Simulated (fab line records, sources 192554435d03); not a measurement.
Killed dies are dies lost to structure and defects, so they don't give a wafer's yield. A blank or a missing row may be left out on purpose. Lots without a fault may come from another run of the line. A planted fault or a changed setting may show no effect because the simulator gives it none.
Chamber matching | flow n5_finfet | N5_BEOL_M1_DESCUM_33 on rie_diel-03: 4 sister chambers
The step chemistry O2, time 7 s. 16 wafers are shown with their chamber, then 8 later ones without.

WAFERS WITH THEIR CHAMBER
wafer  | chamber | showerhead_plenum_p_Torr (Torr) | throttle_valve_pct (%) | drypump_motor_current_A (A)
L083.2 | 0       | 2.09                            | 20.76                  | 6.26
L083.4 | 1       | 2.01                            | 20.53                  | 5.55
L083.6 | 2       | 2.19                            | 20.62                  | 5.74
L084.1 | 0       | 2.09                            | 20.75                  | 6.26
L084.2 | 1       | 2.01                            | 20.54                  | 5.60
L084.3 | 2       | 2.19                            | 20.64                  | 5.68
L085.2 | 3       | 2.24                            | 20.11                  | 5.80
L085.3 | 2       | 2.19                            | 20.63                  | 5.68
L085.6 | 0       | 2.09                            | 20.77                  | 6.24
L088.3 | 3       | 2.24                            | 20.12                  | 5.78
L088.4 | 1       | 2.00                            | 20.52                  | 5.58
L088.6 | 1       | 2.00                            | 20.53                  | 5.59
L089.1 | 0       | 2.09                            | 20.77                  | 6.26
L089.3 | 3       | 2.24                            | 20.12                  | 5.77
L089.4 | 1       | 2.00                            | 20.55                  | 5.58
L090.2 | 1       | 2.00                            | 20.55                  | 5.60

SIGNATURES (means of the wafers above)
reading                  | chamber 0 | chamber 1 | chamber 2 | chamber 3 | scatter within a chamber
showerhead_plenum_p_Torr | 2.0900    | 2.0033    | 2.1900    | 2.2400    | 0.00333
throttle_valve_pct       | 20.7625   | 20.5367   | 20.6300   | 20.1167   | 0.0103
drypump_motor_current_A  | 6.2550    | 5.5833    | 5.7000    | 5.7833    | 0.0202
Rule: a wafer's distance from a chamber is the root of the sum, over the readings, of the square of ((its reading less the chamber's mean) divided by the reading's scatter). The wafer belongs to the nearest chamber; if the next one is less than 2 further off, it can't be placed. The scatter: the root of (the sum of the squares of (reading less its chamber's mean) over the shown wafers, divided by (wafers less chambers)).

WAFERS WITHOUT THEIR CHAMBER
wafer  | showerhead_plenum_p_Torr (Torr) | throttle_valve_pct (%) | drypump_motor_current_A (A)
L090.5 | 2.09                            | 20.77                  | 6.27
L090.6 | 2.24                            | 20.11                  | 5.78
L092.1 | 2.08                            | 20.79                  | 6.28
L092.2 | 2.24                            | 20.14                  | 5.82
L092.5 | 2.00                            | 20.55                  | 5.53
L094.2 | 2.18                            | 20.66                  | 5.73
L094.3 | 2.23                            | 20.16                  | 5.76
L094.6 | 2.00                            | 20.56                  | 5.59

WHICH CHAMBER EACH WENT THROUGH
wafer  | from the rows above | in truth
L090.5 | 0                   | 0
L090.6 | 3                   | 3
L092.1 | 0                   | 0
L092.2 | 3                   | 3
L092.5 | 1                   | 1
L094.2 | 2                   | 2
L094.3 | 3                   | 3
L094.6 | 1                   | 1
Placed correctly: 8 of 8. Can't be placed from these rows: 0. Placed wrongly: 0.
